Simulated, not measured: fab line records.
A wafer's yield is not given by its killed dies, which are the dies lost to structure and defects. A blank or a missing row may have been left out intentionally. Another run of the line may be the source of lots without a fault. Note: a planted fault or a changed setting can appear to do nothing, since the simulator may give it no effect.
Which tool was responsible? / flow n5_finfet / 7 lots, 18 wafers sampled, at 3 steps of a route of 1938

## WHAT EACH GAUGE READ, for each wafer
N5_PMOS_HMC_CHANNEL_EPI_THK_MEAS_22.
lot=L547; measured=day 2 08:55; on=film_metro-01; HMC_CMP_THK (nm)=53.3 54.7
lot=L549; measured=day 2 20:14; on=film_metro-01; HMC_CMP_THK (nm)=53.1 53.6 53.5
lot=L552; measured=day 3 13:35; on=film_metro-02; HMC_CMP_THK (nm)=53.6 54.1 54.8
lot=L555; measured=day 4 08:07; on=film_metro-01; HMC_CMP_THK (nm)=38.8 52.6
lot=L558; measured=day 5 01:43; on=film_metro-02; HMC_CMP_THK (nm)=39.1 39.5 54.5
lot=L564; measured=day 6 13:32; on=film_metro-01; HMC_CMP_THK (nm)=53.5 55.1
lot=L567; measured=day 7 08:55; on=film_metro-01; HMC_CMP_THK (nm)=54.8 54.3 54.6

## TOOL THAT RAN EACH LOT (tool first, then ch and the chambers of the sampled wafers, then the start)
lot=L547; N5_PMOS_HMC_CHANNEL_EPI_ETCH_32=rie_diel-04 ch 0,3, day 2 06:12; N5_PMOS_HMC_CHANNEL_EPI_EPI_20=epi_rpcvd-01 ch 0, day 2 07:11
lot=L549; N5_PMOS_HMC_CHANNEL_EPI_ETCH_32=rie_diel-01 ch 0,2, day 2 17:58; N5_PMOS_HMC_CHANNEL_EPI_EPI_20=epi_rpcvd-01 ch 0, day 2 19:12
lot=L552; N5_PMOS_HMC_CHANNEL_EPI_ETCH_32=rie_diel-01 ch 2,3, day 3 11:22; N5_PMOS_HMC_CHANNEL_EPI_EPI_20=epi_rpcvd-03 ch 0, day 3 11:58
lot=L555; N5_PMOS_HMC_CHANNEL_EPI_ETCH_32=rie_diel-01 ch 0,3, day 4 05:39; N5_PMOS_HMC_CHANNEL_EPI_EPI_20=epi_rpcvd-03 ch 0, day 4 06:29
lot=L558; N5_PMOS_HMC_CHANNEL_EPI_ETCH_32=rie_diel-04 ch 0,3, day 4 23:30; N5_PMOS_HMC_CHANNEL_EPI_EPI_20=epi_rpcvd-03 ch 0, day 5 00:05
lot=L564; N5_PMOS_HMC_CHANNEL_EPI_ETCH_32=rie_diel-04 ch 0,3, day 6 11:19; N5_PMOS_HMC_CHANNEL_EPI_EPI_20=epi_rpcvd-02 ch 0, day 6 12:06
lot=L567; N5_PMOS_HMC_CHANNEL_EPI_ETCH_32=rie_diel-01 ch 0,1,2, day 7 06:41; N5_PMOS_HMC_CHANNEL_EPI_EPI_20=epi_rpcvd-02 ch 0, day 7 07:16
- N5_PMOS_HMC_CHANNEL_EPI_ETCH_32: etches BARC in N2/H2, stops on SiO2, target depth 85.8 nm, time 50.3 s.
- N5_PMOS_HMC_CHANNEL_EPI_EPI_20: deposits SiGe30, target thk 59 nm.

## THE ANSWER, worked out from the rows above alone
Rule: the lots themselves supply what counts as usual. The widest of any qualifying gaps counts: lots, ordered by their means at a reading, are off when they make up no more than a third of the lots, leave a main group of 4 or more, and stand apart from it by 3 or more times the standard deviation of that group's means. A main group whose means are all the same, to the digits that the tables above print for the reading, isn't used. Also off: a lot with no number at a reading for which 4 or more lots have one. Any other lot the step has rows for is counted as sound.
Off: L555, L558, seen at N5_PMOS_HMC_CHANNEL_EPI_THK_MEAS_22 (HMC_CMP_THK). The main group has a mean of 54.1 nm with a standard deviation of 0.39.
A tool fits if, at a process step before that reading, it ran every lot that is off, and no sound lot after the first of them. Those tools and the gauges at N5_PMOS_HMC_CHANNEL_EPI_THK_MEAS_22 are tried in the same way. One fits: epi_rpcvd-03 at N5_PMOS_HMC_CHANNEL_EPI_EPI_20. Its last sound lot is L552 (day 3 11:58), its first lot that is off L555 (day 4 06:29): a fault that began between those two fits.

## WHAT THE SIMULATOR HAD INSERTED
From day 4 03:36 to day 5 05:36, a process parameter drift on epi_rpcvd-03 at N5_PMOS_HMC_CHANNEL_EPI_EPI_20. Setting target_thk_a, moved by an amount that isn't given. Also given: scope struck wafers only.
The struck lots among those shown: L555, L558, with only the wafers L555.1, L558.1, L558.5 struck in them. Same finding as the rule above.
